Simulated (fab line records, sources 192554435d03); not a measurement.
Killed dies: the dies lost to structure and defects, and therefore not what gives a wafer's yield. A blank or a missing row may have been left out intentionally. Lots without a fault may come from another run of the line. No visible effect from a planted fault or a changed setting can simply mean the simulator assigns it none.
Chamber matching :: flow n5-finfet :: N5_BEOL_M0_STRIP_142 on rie-diel-01 has 4 sister chambers
The step strips in N2/H2, time 10 s. 8 wafers are shown with their chamber, then 12 later ones without.

WAFERS, EACH WITH ITS CHAMBER
wafer: L088.1
chamber: 0
drypump-motor-current-A (A): 5.4
throttle-valve-pct (%): 23.94

wafer: L088.5
chamber: 2
drypump-motor-current-A (A): 5.5
throttle-valve-pct (%): 23.51

wafer: L091.1
chamber: 1
drypump-motor-current-A (A): 4.9
throttle-valve-pct (%): 23.40

wafer: L091.5
chamber: 2
drypump-motor-current-A (A): 5.5
throttle-valve-pct (%): 23.52

wafer: L091.6
chamber: 3
drypump-motor-current-A (A): 5.8
throttle-valve-pct (%): 23.47

wafer: L093.1
chamber: 3
drypump-motor-current-A (A): 5.8
throttle-valve-pct (%): 23.49

wafer: L093.2
chamber: 0
drypump-motor-current-A (A): 5.3
throttle-valve-pct (%): 23.97

wafer: L093.3
chamber: 1
drypump-motor-current-A (A): 4.9
throttle-valve-pct (%): 23.42

WAFERS MISSING THEIR CHAMBER
wafer: L093.4
drypump-motor-current-A (A): 5.5
throttle-valve-pct (%): 23.54

wafer: L093.5
drypump-motor-current-A (A): 5.5
throttle-valve-pct (%): 23.53

wafer: L093.6
drypump-motor-current-A (A): 4.9
throttle-valve-pct (%): 23.43

wafer: L095.1
drypump-motor-current-A (A): 5.8
throttle-valve-pct (%): 23.49

wafer: L095.2
drypump-motor-current-A (A): 5.3
throttle-valve-pct (%): 23.96

wafer: L095.3
drypump-motor-current-A (A): 4.9
throttle-valve-pct (%): 23.41

wafer: L095.4
drypump-motor-current-A (A): 5.5
throttle-valve-pct (%): 23.54

wafer: L095.5
drypump-motor-current-A (A): 5.4
throttle-valve-pct (%): 23.96

wafer: L095.6
drypump-motor-current-A (A): 4.9
throttle-valve-pct (%): 23.43

wafer: L096.2
drypump-motor-current-A (A): 4.8
throttle-valve-pct (%): 23.43

wafer: L096.4
drypump-motor-current-A (A): 5.5
throttle-valve-pct (%): 23.55

wafer: L096.6
drypump-motor-current-A (A): 5.5
throttle-valve-pct (%): 23.55

THE CHAMBER EACH PASSED THROUGH
wafer: L093.4
from the rows above: 2
in truth: 2

wafer: L093.5
from the rows above: 2
in truth: 2

wafer: L093.6
from the rows above: 1
in truth: 1

wafer: L095.1
from the rows above: 3
in truth: 3

wafer: L095.2
from the rows above: 0
in truth: 0

wafer: L095.3
from the rows above: 1
in truth: 1

wafer: L095.4
from the rows above: 2
in truth: 2

wafer: L095.5
from the rows above: 0
in truth: 0

wafer: L095.6
from the rows above: 1
in truth: 1

wafer: L096.2
from the rows above: 1
in truth: 1

wafer: L096.4
from the rows above: 2
in truth: 2

wafer: L096.6
from the rows above: 2
in truth: 2
Correctly placed: 12 of 12. Can't be placed from these rows: 0. Wrongly placed: 0.
How it was worked out, from the rows above alone: a wafer's distance from a chamber is the root of the sum, over the readings, of the square of ((its reading less the chamber's mean) divided by the reading's scatter). The wafer belongs to the nearest chamber; if the next one is less than 2 further off, it can't be placed. Each chamber's mean is taken over the wafers shown for it. How the scatter is found: for the shown wafers, subtract from each reading the mean of its chamber, square and add these, divide the total by (wafers less chambers), then take the root.
